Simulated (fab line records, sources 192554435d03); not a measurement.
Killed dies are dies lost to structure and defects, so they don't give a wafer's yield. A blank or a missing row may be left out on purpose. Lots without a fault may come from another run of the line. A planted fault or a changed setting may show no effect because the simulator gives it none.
Chamber matching | flow n5_finfet | N5_BEOL_M7_STRIP_36 on rie_diel-06: 4 sister chambers
The step strips in N2/H2. 20 wafers are shown with their chamber, then 10 later ones without.

WAFERS WITH THEIR CHAMBER
wafer  | chamber | drypump_motor_current_A (A) | showerhead_plenum_p_Torr (Torr) | throttle_valve_pct (%)
L077.3 | 3       | 6.2                         | 2.53                            | 24.2
L077.5 | 3       | 6.2                         | 2.53                            | 24.2
L077.6 | 0       | 5.7                         | 2.54                            | 24.1
L074.1 | 3       | 6.2                         | 2.53                            | 24.3
L074.2 | 1       | 5.2                         | 2.50                            | 23.3
L074.3 | 0       | 5.7                         | 2.55                            | 24.1
L080.2 | 3       | 6.2                         | 2.53                            | 24.3
L080.4 | 0       | 5.7                         | 2.54                            | 24.1
L080.6 | 0       | 5.7                         | 2.54                            | 24.1
L083.1 | 2       | 5.7                         | 2.34                            | 23.8
L083.4 | 3       | 6.2                         | 2.52                            | 24.2
L083.6 | 2       | 5.6                         | 2.34                            | 23.8
L087.1 | 1       | 5.2                         | 2.49                            | 23.0
L087.3 | 3       | 6.2                         | 2.52                            | 24.3
L087.6 | 0       | 5.7                         | 2.53                            | 24.1
L088.1 | 2       | 5.7                         | 2.33                            | 23.8
L088.2 | 3       | 6.2                         | 2.52                            | 24.3
L088.4 | 1       | 5.2                         | 2.49                            | 23.0
L090.3 | 1       | 5.2                         | 2.49                            | 23.1
L090.4 | 2       | 5.7                         | 2.33                            | 23.8

SIGNATURES (means of the wafers above)
reading                  | chamber 0 | chamber 1 | chamber 2 | chamber 3 | scatter within a chamber
drypump_motor_current_A  | 5.700     | 5.200     | 5.675     | 6.200     | 0.0217
showerhead_plenum_p_Torr | 2.5400    | 2.4925    | 2.3350    | 2.5257    | 0.00584
throttle_valve_pct       | 24.100    | 23.100    | 23.800    | 24.257    | 0.0694
Rule: a wafer's distance from a chamber is the root of the sum, over the readings, of the square of ((its reading less the chamber's mean) divided by the reading's scatter). The wafer belongs to the nearest chamber; if the next one is less than 2 further off, it can't be placed. The scatter: the root of (the sum of the squares of (reading less its chamber's mean) over the shown wafers, divided by (wafers less chambers)).

WAFERS WITHOUT THEIR CHAMBER
wafer  | drypump_motor_current_A (A) | showerhead_plenum_p_Torr (Torr) | throttle_valve_pct (%)
L090.6 | 5.2                         | 2.49                            | 23.1
L089.1 | 5.7                         | 2.53                            | 24.1
L089.2 | 5.2                         | 2.48                            | 23.1
L089.4 | 6.2                         | 2.52                            | 24.3
L091.1 | 5.2                         | 2.49                            | 23.1
L091.2 | 6.2                         | 2.51                            | 24.3
L091.3 | 5.7                         | 2.33                            | 23.8
L091.4 | 5.7                         | 2.53                            | 24.2
L091.5 | 6.1                         | 2.52                            | 24.3
L091.6 | 5.7                         | 2.53                            | 24.2

WHICH CHAMBER EACH WENT THROUGH
wafer  | from the rows above | in truth
L090.6 | 1                   | 1
L089.1 | 0                   | 0
L089.2 | 1                   | 1
L089.4 | 3                   | 3
L091.1 | 1                   | 1
L091.2 | 3                   | 3
L091.3 | 2                   | 2
L091.4 | 0                   | 0
L091.5 | 3                   | 3
L091.6 | 0                   | 0
Placed correctly: 10 of 10. Can't be placed from these rows: 0. Placed wrongly: 0.
